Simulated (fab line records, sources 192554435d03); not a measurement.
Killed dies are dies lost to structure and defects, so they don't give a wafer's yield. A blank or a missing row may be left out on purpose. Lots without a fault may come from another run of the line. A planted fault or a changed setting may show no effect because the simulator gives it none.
Chamber matching | flow n5_finfet | N5_BEOL_M9_DESCUM_33 on rie_diel-06: 4 sister chambers
The step chemistry O2, time 7 s. 14 wafers are shown with their chamber, then 7 later ones without.

WAFERS WITH THEIR CHAMBER
wafer  | chamber | showerhead_plenum_p_Torr (Torr) | oes_product_au (a.u.) | throttle_valve_pct (%)
L074.1 | 1       | 2.19                            | 0.72                  | 20.62
L074.2 | 0       | 2.09                            | 0.72                  | 20.72
L074.3 | 3       | 2.14                            | 0.88                  | 20.69
L076.2 | 0       | 2.09                            | 0.72                  | 20.71
L076.5 | 1       | 2.19                            | 0.71                  | 20.64
L076.6 | 0       | 2.09                            | 0.71                  | 20.72
L077.1 | 2       | 2.08                            | 0.69                  | 20.48
L077.2 | 0       | 2.09                            | 0.72                  | 20.71
L077.5 | 3       | 2.14                            | 0.90                  | 20.71
L078.2 | 2       | 2.08                            | 0.69                  | 20.46
L078.4 | 3       | 2.13                            | 0.88                  | 20.70
L078.6 | 1       | 2.19                            | 0.72                  | 20.64
L080.2 | 2       | 2.08                            | 0.70                  | 20.47
L080.3 | 3       | 2.13                            | 0.88                  | 20.70

SIGNATURES (means of the wafers above)
reading                  | chamber 0 | chamber 1 | chamber 2 | chamber 3 | scatter within a chamber
showerhead_plenum_p_Torr | 2.0900    | 2.1900    | 2.0800    | 2.1350    | 0.00316
oes_product_au           | 0.7175    | 0.7167    | 0.6933    | 0.8850    | 0.00713
throttle_valve_pct       | 20.7150   | 20.6333   | 20.4700   | 20.7000   | 0.00876
Rule: a wafer's distance from a chamber is the root of the sum, over the readings, of the square of ((its reading less the chamber's mean) divided by the reading's scatter). The wafer belongs to the nearest chamber; if the next one is less than 2 further off, it can't be placed. The scatter: the root of (the sum of the squares of (reading less its chamber's mean) over the shown wafers, divided by (wafers less chambers)).

WAFERS WITHOUT THEIR CHAMBER
wafer  | showerhead_plenum_p_Torr (Torr) | oes_product_au (a.u.) | throttle_valve_pct (%)
L080.6 | 2.13                            | 0.89                  | 20.72
L084.1 | 2.13                            | 0.86                  | 20.74
L084.2 | 2.08                            | 0.71                  | 20.74
L084.4 | 2.07                            | 0.69                  | 20.51
L095.2 | 2.07                            | 1.01                  | 20.06
L095.3 | 2.12                            | 0.84                  | 20.77
L095.5 | 2.08                            | 0.69                  | 20.78

WHICH CHAMBER EACH WENT THROUGH
wafer  | from the rows above | in truth
L080.6 | 3                   | 3
L084.1 | 3                   | 3
L084.2 | 0                   | 0
L084.4 | 2                   | 2
L095.2 | 2                   | 2
L095.3 | 3                   | 3
L095.5 | 0                   | 0
Placed correctly: 7 of 7. Can't be placed from these rows: 0. Placed wrongly: 0.
